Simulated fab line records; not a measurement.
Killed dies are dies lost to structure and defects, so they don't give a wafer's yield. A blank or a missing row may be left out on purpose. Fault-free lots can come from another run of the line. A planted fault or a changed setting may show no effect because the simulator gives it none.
Matching of chambers || flow n5_finfet || pecvd-02 running N5_BEOL_M0_SAQP_ILD_DEP_01: 3 sister chambers
The step deposits SiOC from DEMS/O2, target thk 45.419 nm, time 8.7 s. 3 wafers are shown with their chamber, then 9 later ones without.

== EACH WAFER AND ITS CHAMBER ==
{"wafer": "L087.4", "chamber": 0, "throttle_valve_pct (%)": 13.1}
{"wafer": "L087.5", "chamber": 2, "throttle_valve_pct (%)": 12.3}
{"wafer": "L087.6", "chamber": 1, "throttle_valve_pct (%)": 12.1}

== WAFERS WHOSE CHAMBER IS MISSING ==
{"wafer": "L094.2", "throttle_valve_pct (%)": 13.1}
{"wafer": "L094.4", "throttle_valve_pct (%)": 12.1}
{"wafer": "L094.5", "throttle_valve_pct (%)": 13.1}
{"wafer": "L095.2", "throttle_valve_pct (%)": 13.0}
{"wafer": "L095.3", "throttle_valve_pct (%)": 12.4}
{"wafer": "L095.4", "throttle_valve_pct (%)": 12.0}
{"wafer": "L096.2", "throttle_valve_pct (%)": 12.0}
{"wafer": "L096.3", "throttle_valve_pct (%)": 13.1}
{"wafer": "L096.6", "throttle_valve_pct (%)": 13.1}

== THE CHAMBER EACH PASSED THROUGH ==
{"wafer": "L094.2", "from the rows above": 0, "in truth": 0}
{"wafer": "L094.4", "from the rows above": 1, "in truth": 1}
{"wafer": "L094.5", "from the rows above": 0, "in truth": 0}
{"wafer": "L095.2", "from the rows above": 0, "in truth": 0}
{"wafer": "L095.3", "from the rows above": 2, "in truth": 2}
{"wafer": "L095.4", "from the rows above": 1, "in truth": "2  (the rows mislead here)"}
{"wafer": "L096.2", "from the rows above": 1, "in truth": 1}
{"wafer": "L096.3", "from the rows above": 0, "in truth": 0}
{"wafer": "L096.6", "from the rows above": 0, "in truth": 0}
Correctly placed: 8 of 9. Left unplaced by these rows: 0. 1 placed wrongly.
How it was worked out, from the rows above alone: a wafer's distance from a chamber is the root of the sum, over the readings, of the square of ((its reading less the chamber's mean) divided by the reading's scatter). The wafer belongs to the nearest chamber; if the next one is less than 2 further off, it can't be placed. For every chamber, the mean is computed from those of its wafers that are shown. The scatter: root of mean squared gap, hidden wafer to nearest shown wafer, with one shown wafer a chamber.
